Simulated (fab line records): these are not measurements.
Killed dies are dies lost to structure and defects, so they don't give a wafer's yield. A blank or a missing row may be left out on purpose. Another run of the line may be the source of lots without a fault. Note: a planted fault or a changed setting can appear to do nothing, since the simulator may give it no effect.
Struck lot and sound lot, side by side | flow nandHarc | 15 steps out of a route of 1302
Sound: these wafers, L193.1, L193.3, L193.5. Wafers struck: L207.1, L207.2, L207.6. The cause is given at the end.
At each step with rows: each side's tool, then ch and its chambers, then its first start. Under that, the readings that differ: sound wafers | struck wafers | difference of the means | sigmas: that difference in standard deviations of wafers without a fault.
alike: readings whose means differ by less than 2 such deviations, and words and numbers that are the same on both sides. not compared: withheld readings, readings that some wafer has no value for, bounds like >300 that may hide the same value, and numbers for which the record gives no deviation and whose values overlap.
A row with sigmas, a row that says differs or no value, or rows on one side alone: a step with any of these is where the two part. Numbers that don't overlap but have no deviation are shown without sigmas and don't part them. A reading that every wafer of one side lacks parts them only if that side has two wafers or more.

first, 1 step without rows for these wafers: NHARC_A_ONON_D1_DEP_00 (target thk 1000 nm).
NHARC_A_ONON_D1_THK_MEAS_02: measures by ellipsometry.
  struck on filmMetro-01, day 14 21:37; sound on filmMetro-02, day 9 08:54
  alike: thkNm
then NHARC_A_ONON_D1_DEP_03 (target thk 1000 nm), 1 step lacking rows for these wafers.
NHARC_A_ONON_D1_THK_MEAS_05: measures by ellipsometry.
  struck on filmMetro-01, day 14 22:11; sound on filmMetro-02, day 9 09:28
  alike: thkNm
then NHARC_A_ONON_D1_DEP_06 (target thk 1000 nm), 1 step lacking rows for these wafers.
NHARC_A_ONON_D1_THK_MEAS_08: measures by ellipsometry.
  struck on filmMetro-02, day 14 22:44; sound on filmMetro-01, day 9 10:02
reading    | sound          | struck      | difference | sigmas
thkNm (nm) | 1008 1010 1007 | 984 983 984 | -25        | -2
then NHARC_A_ONON_D1_DEP_09 (target thk 1000 nm), 1 step lacking rows for these wafers.
NHARC_A_ONON_D1_THK_MEAS_11: measures by ellipsometry.
  struck on filmMetro-02, day 14 23:20; sound on filmMetro-02, day 9 10:36
  alike: thkNm
then NHARC_A_ONON_D1_DEP_12 (target thk 1000 nm), 1 step lacking rows for these wafers.
NHARC_A_ONON_D1_THK_MEAS_14: measures by ellipsometry.
  struck on filmMetro-01, day 14 23:53; sound on filmMetro-02, day 9 11:10
  alike: thkNm
then, 1 step without rows for these wafers: NHARC_A_ONON_D1_ANNEAL_15 (time 3600 s).
NHARC_A_ONON_D1_DEP_16: target thk 1000 nm.
  sound on pecvdOnon-04 ch 0, day 9 19:40; struck on pecvdOnon-03 ch 0, day 15 07:05
  alike: n2oFlowSccm, nh3FlowSccm
NHARC_A_ONON_D1_THK_MEAS_18: measures by ellipsometry.
  struck on filmMetro-01, day 15 07:35; sound on filmMetro-02, day 9 20:11
reading    | sound       | struck      | difference | sigmas
thkNm (nm) | 996 996 995 | 627 625 627 | -369       | -42
then NHARC_A_ONON_D1_DEP_19 (target thk 1000 nm), 1 step lacking rows for these wafers.
-- break in the record here, with 16 days between the starts of the struck wafers on either side (left off in module A_ONON_D1, picked up again in module END, where the first step shown is number 1302 on the route) --
NHARC_END_SORT_01:
  sound on prober-01 ch 0, day 26 01:34; struck on prober-01 ch 0, day 31 04:07
reading       | sound    | struck      | difference | sigmas
killedAtArray | 38 52 53 | 675 677 673 | +627       | +31
killedDies    | 39 53 58 | 677 677 677 | +627       | +31
  alike: killedAtOther, killedAtPeriphery, killedOpen, killedShort

== WHERE THEY PART ==
Earliest at NHARC_A_ONON_D1_THK_MEAS_08; latest, in this record, at NHARC_END_SORT_01.

WHY: what had been put in by the simulator
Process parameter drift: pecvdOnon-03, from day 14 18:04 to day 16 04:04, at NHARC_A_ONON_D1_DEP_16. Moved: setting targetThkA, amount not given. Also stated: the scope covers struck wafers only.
